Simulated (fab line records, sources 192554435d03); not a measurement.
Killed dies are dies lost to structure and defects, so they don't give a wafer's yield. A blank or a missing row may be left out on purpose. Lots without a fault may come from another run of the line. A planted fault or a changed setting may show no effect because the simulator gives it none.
One fault seen from 2 desks | flow n5_finfet | each desk has only its own numbers; what lay behind them comes last

THE TOOL OWNER'S DESK: rie_diel-01
The tool's own readings at N5_BEOL_M0_SAQP_SPACER2_ETCHBACK_27 (etches SiO2 in CHF3/O2, target depth 22.5 nm, time 11.25 s): means of the sampled wafers that have a number, for each lot that ran on this tool. A lot is out of limits, marked OUT, if its mean lies more than 4 standard deviations from the usual mean; the brackets give that distance. Of its 9 readings 7 are shown: those that lie furthest out on some lot.
Columns: A = CHF3_flow_sccm at N5_BEOL_M0_SAQP_SPACER2_ETCHBACK_27, usual 49.99 sccm; B = drypump_motor_current_A at N5_BEOL_M0_SAQP_SPACER2_ETCHBACK_27, usual 5.6 A; C = mfc_ar_sccm at N5_BEOL_M0_SAQP_SPACER2_ETCHBACK_27, usual 199.9 sccm; D = oes_product_au at N5_BEOL_M0_SAQP_SPACER2_ETCHBACK_27, usual 0.77 a.u.; E = rf_fwd_power_W at N5_BEOL_M0_SAQP_SPACER2_ETCHBACK_27, usual 645.6 W; F = showerhead_plenum_p_Torr at N5_BEOL_M0_SAQP_SPACER2_ETCHBACK_27, usual 2.44 Torr; G = throttle_valve_pct at N5_BEOL_M0_SAQP_SPACER2_ETCHBACK_27, usual 18.87 %
lot  | first seen here | A     | B   | C     | D    | E     | F    | G
L584 | day 6 03:49     | 50.08 | 5.7 | 200.7 | 0.71 | 646.8 | 2.49 | 19.06
L588 | day 7 04:04     | 50.09 | 6.1 | 200.1 | 0.79 | 649.1 | 2.51 | 18.99
This desk's finding: nothing out of limits on any of the 2 lots.

THE METROLOGY DESK
What the gauges read, lot by lot, whatever tool the lot ran on: means of the sampled wafers that have a number. A lot is out of limits, marked OUT, if its mean lies more than 4 standard deviations from the usual mean; the brackets give that distance. Of its 10 readings 7 are shown: those that lie furthest out on some lot.
Columns: A = DIBL_N at N5_BEOL_M4_RC_MEAS_101, usual 36.3 mV/V; B = DIBL_P at N5_BEOL_M4_RC_MEAS_101, usual 36.2 mV/V; C = IOFF_N at N5_BEOL_M4_RC_MEAS_101, usual 0.157 nA/um; D = ION_N at N5_BEOL_M4_RC_MEAS_101, usual 673 uA/um; E = ION_P at N5_BEOL_M4_RC_MEAS_101, usual 461 uA/um; F = VT_N at N5_BEOL_M4_RC_MEAS_101, usual 249.9 mV; G = VT_P at N5_BEOL_M4_RC_MEAS_101, usual -250.6 mV
lot  | first seen here | A    | B    | C     | D   | E   | F     | G
L584 | day 8 10:10     | 36.6 | 37.1 | 0.152 | 662 | 457 | 252.5 | -251.4
L588 | day 9 09:32     | 38.4 | 37.4 | 0.178 | 680 | 467 | 249.3 | -249.2
L591 | day 9 19:16     | 36.0 | 35.9 | 0.158 | 670 | 455 | 250.0 | -251.9
L603 | day 13 01:10    | 36.0 | 34.6 | 0.143 | 675 | 468 | 250.0 | -247.3
L604 | day 13 13:49    | 35.6 | 35.4 | 0.144 | 667 | 458 | 251.8 | -252.5
L605 | day 13 18:34    | 37.0 | 39.3 | 0.193 | 690 | 464 | 246.7 | -248.7
This desk's finding: nothing out of limits on any of the 6 lots.

PUT TOGETHER
The tool owner's desk saw nothing out of limits.
The metrology desk saw nothing out of limits.

WHAT THE SIMULATOR HAD PUT IN
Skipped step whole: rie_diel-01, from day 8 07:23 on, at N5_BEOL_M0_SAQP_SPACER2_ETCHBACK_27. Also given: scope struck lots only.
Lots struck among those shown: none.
